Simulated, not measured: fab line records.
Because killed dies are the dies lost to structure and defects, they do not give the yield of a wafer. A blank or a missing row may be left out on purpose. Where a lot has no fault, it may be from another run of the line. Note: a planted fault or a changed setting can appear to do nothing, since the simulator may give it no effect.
A lot that was struck, set against a sound lot ; flow nand-harc ; 14 out of 1302 route steps
Sound: the wafers L852.3, L852.4, L852.6. Struck: wafers L860.1, L860.2, L860.3. Last of all comes the cause.
Each step with rows lists, per side, the tool, then ch with its chambers, then its first start. Under that, the readings that differ: sound wafers ; struck wafers ; difference of the means ; sigmas: that difference in standard deviations of wafers without a fault.
alike: words and numbers the same on both sides, and readings whose means are apart by under 2 such deviations; not compared: readings that were withheld, readings missing a value for some wafer, numbers with overlapping values and no deviation given by the record, and bounds like >300 which may hide the same value.
A row with sigmas, a row that says differs or no value, or rows on one side alone: a step with any of these is where the two part. Numbers that have no deviation but don't overlap get no sigmas and don't part them. Lack of a reading on every wafer of one side parts them only where that side has two or more wafers.

first, 1 step without rows for these wafers: NHARC_A_ONON_D1_DEP_06 (target thk 1000 nm).
NHARC_A_ONON_D1_THK_MEAS_08: measures by ellipsometry.
  struck on film-metro-01, day 12 04:42; sound on film-metro-02, day 9 00:56
  alike: thk-nm
then NHARC_A_ONON_D1_DEP_09 (target thk 1000 nm), 1 step lacking rows for these wafers.
NHARC_A_ONON_D1_THK_MEAS_11: measures by ellipsometry.
  struck on film-metro-02, day 12 05:16; sound on film-metro-02, day 9 01:30
  alike: thk-nm
then NHARC_A_ONON_D1_DEP_12 (target thk 1000 nm), 1 step lacking rows for these wafers.
NHARC_A_ONON_D1_THK_MEAS_14: measures by ellipsometry.
  struck on film-metro-02, day 12 05:50; sound on film-metro-02, day 9 02:04
  alike: thk-nm
then, 2 steps without rows for these wafers: NHARC_A_ONON_D1_ANNEAL_15 (time 3600 s); NHARC_A_ONON_D1_DEP_16 (target thk 1000 nm).
NHARC_A_ONON_D1_THK_MEAS_18: measures by ellipsometry.
  struck on film-metro-02, day 12 15:48; sound on film-metro-02, day 9 09:38
reading;sound;struck;difference;sigmas
thk-nm (nm);1005 1003 1007;989 991 991;-15;-2
then NHARC_A_ONON_D1_DEP_19 (target thk 1000 nm), 1 step lacking rows for these wafers.
NHARC_A_ONON_D1_THK_MEAS_21: measures by ellipsometry.
  struck on film-metro-01, day 12 16:22; sound on film-metro-02, day 9 10:13
  alike: thk-nm
NHARC_A_ONON_D1_DEP_22: target thk 1000 nm.
  sound on pecvd-onon-03 ch 0, day 9 10:23; struck on pecvd-onon-04 ch 0, day 12 16:25
  alike: nh3-flow-sccm, susceptor-temp-C
NHARC_A_ONON_D1_THK_MEAS_24: measures by ellipsometry.
  struck on film-metro-01, day 12 16:56; sound on film-metro-02, day 9 10:46
reading;sound;struck;difference;sigmas
thk-nm (nm);1021 1020 1020;979 978 979;-42;-5
then NHARC_A_ONON_D1_DEP_25 (target thk 1000 nm), 1 step lacking rows for these wafers.

## WHERE THEY PART
At NHARC_A_ONON_D1_THK_MEAS_18 first; at NHARC_A_ONON_D1_THK_MEAS_24 last (within this record only).

WHY: the cause the simulator had injected
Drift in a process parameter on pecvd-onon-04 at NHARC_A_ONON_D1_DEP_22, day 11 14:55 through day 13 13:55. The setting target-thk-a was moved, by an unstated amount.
